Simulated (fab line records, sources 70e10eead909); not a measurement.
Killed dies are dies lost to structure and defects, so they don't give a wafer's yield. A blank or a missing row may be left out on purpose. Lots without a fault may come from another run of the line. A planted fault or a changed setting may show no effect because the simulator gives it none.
A struck lot beside a sound one | flow nand_harc | 15 steps out of a route of 1302
Sound: wafers L879.3, L879.4, L879.6. Struck: wafers L883.3, L883.4, L883.6. The cause comes at the end.
At each step with rows: each side's tool, then ch and its chambers, then its first start. Under that, the readings that differ: sound wafers | struck wafers | difference of the means | sigmas: that difference in standard deviations of wafers without a fault.
alike: readings whose means differ by less than 2 such deviations, and words and numbers that are the same on both sides. not compared: withheld readings, readings that some wafer has no value for, bounds like >300 that may hide the same value, and numbers for which the record gives no deviation and whose values overlap.
The two part at a step that has a row with sigmas, a row that says differs or no value, or rows on one side only. Numbers that don't overlap but have no deviation are shown without sigmas and don't part them. A reading that every wafer of one side lacks parts them only if that side has two wafers or more.

NHARC_A_M0_CD_MEAS_09: target cd 80 nm.
  sound on cd_sem-03 ch 0, day 24 11:10; struck on cd_sem-03 ch 0, day 26 20:28
  alike: cd_nm
NHARC_A_M0_OVL_MEAS_10: pitch 160 nm.
  sound on overlay-02, day 24 11:15; struck on overlay-02, day 26 20:34
  alike: overlay_x_nm, overlay_y_nm
NHARC_A_M0_INSPECT_11:
  sound on defect_inspect-01, day 24 11:17; struck on defect_inspect-01, day 26 20:35
  reading          | sound       | struck   | difference | sigmas
  raw_defect_count | 125 140 136 | 33 42 34 | -97        | -3
NHARC_A_M0_DESCUM_14: chemistry O2, time 3 s.
  sound on rie_diel-02 ch 1,2,3, day 24 11:21; struck on rie_diel-01 ch 2,3, day 26 20:40
  alike: drypump_motor_current_A, oes_product_au, rf_vpp_V, showerhead_plenum_p_Torr, throttle_valve_pct
  not compared: rf_hours_counter_h
NHARC_A_M0_ETCH_34: etches the open film in N2/H2, target depth 40 nm, overetch 12 nm, time 43.94 s.
  sound on rie_diel-02 ch 1,2,3, day 24 11:26; struck on rie_diel-01 ch 1,3, day 26 20:44
  alike: drypump_motor_current_A, oes_product_au, rf_vpp_V, showerhead_plenum_p_Torr, throttle_valve_pct
  not compared: rf_hours_counter_h
NHARC_A_M0_ETCH_15: etches the open film in C4F8/Ar, target depth 150 nm, overetch 15 nm, time 82.5 s.
  sound on rie_diel-02 ch 0,1; struck on rie_diel-01 ch 0,1,3
  alike: oes_product_au, rf_vpp_V
  not compared: rf_hours_counter_h
NHARC_A_M0_CD_MEAS_16:
  sound on cd_sem-03, day 24 11:39; struck on cd_sem-02, day 26 20:58
  alike: cd_nm
NHARC_A_M0_STRIP_18: strips in N2/H2.
  sound on rie_diel-02 ch 0,2,3, day 24 11:45; struck on rie_diel-09 ch 1,3, day 26 21:01
  reading               | sound             | struck            | difference | sigmas
  oes_product_au (a.u.) | 1.012 1.014 1.006 | 0.982 0.996 0.997 | -0.019     | -2
  alike: drypump_motor_current_A, power_w, rf_vpp_V, showerhead_plenum_p_Torr, throttle_valve_pct
  not compared: rf_hours_counter_h
then, 2 steps without rows for these wafers: NHARC_A_M0_STRIP_19 (strips in post etch residue remover, time 600 s); NHARC_A_M0_DEGAS_28 (time 60 s).
NHARC_A_M0_PRE_CLEAN_29: time 30 s.
  sound on pvd_sputter-02; struck on pvd_sputter-01
  reading              | sound       | struck               | difference                   | sigmas
  heater_power_w (W)   | 363 389 402 | 449 505 473          | +91                          | +2
  susceptor_temp_C (C) | - - -       | 279.93 280.12 279.95 | no value on the sound wafers |
then, 1 step without rows for these wafers: NHARC_A_M0_PVD_20 (deposits TaN, target thk 5 nm, time 8.06 s).
NHARC_A_M0_PVD_21: deposits Cu, target thk 30 nm, time 20.49 s.
  sound on pvd_sputter-02, day 24 12:29; struck on pvd_sputter-01, day 26 21:48
  no value came back on the struck wafers for cathode_dc_power_W (W), chamber_pressure_pa (Pa), substrate_temp_c (C), throttle_valve_pct (%); on the sound wafers cathode_dc_power_W (W) reads 5001.7 4998.7 4999.3
then, 1 step without rows for these wafers: NHARC_A_M0_ECD_22 (material Cu, target thk 400 nm).
NHARC_END_SORT_01:
  sound on prober-01 ch 0, day 26 08:40; struck on prober-01 ch 0, day 28 15:54
  reading                  | sound          | struck      | difference | sigmas
  defect_limited_yield (%) | 88.3 86.0 87.7 | 0 0 0       | -87        | -30
  killed_at_array          | 78 93 80       | 671 670 672 | +587       | +29
  killed_dies              | 79 95 83       | 677 677 677 | +591       | +30
  alike: killed_at_other, killed_at_periphery, killed_open, killed_short

WHERE THEY PART
First at NHARC_A_M0_INSPECT_11; last, within this record, at NHARC_END_SORT_01.

WHY: what the simulator had put in
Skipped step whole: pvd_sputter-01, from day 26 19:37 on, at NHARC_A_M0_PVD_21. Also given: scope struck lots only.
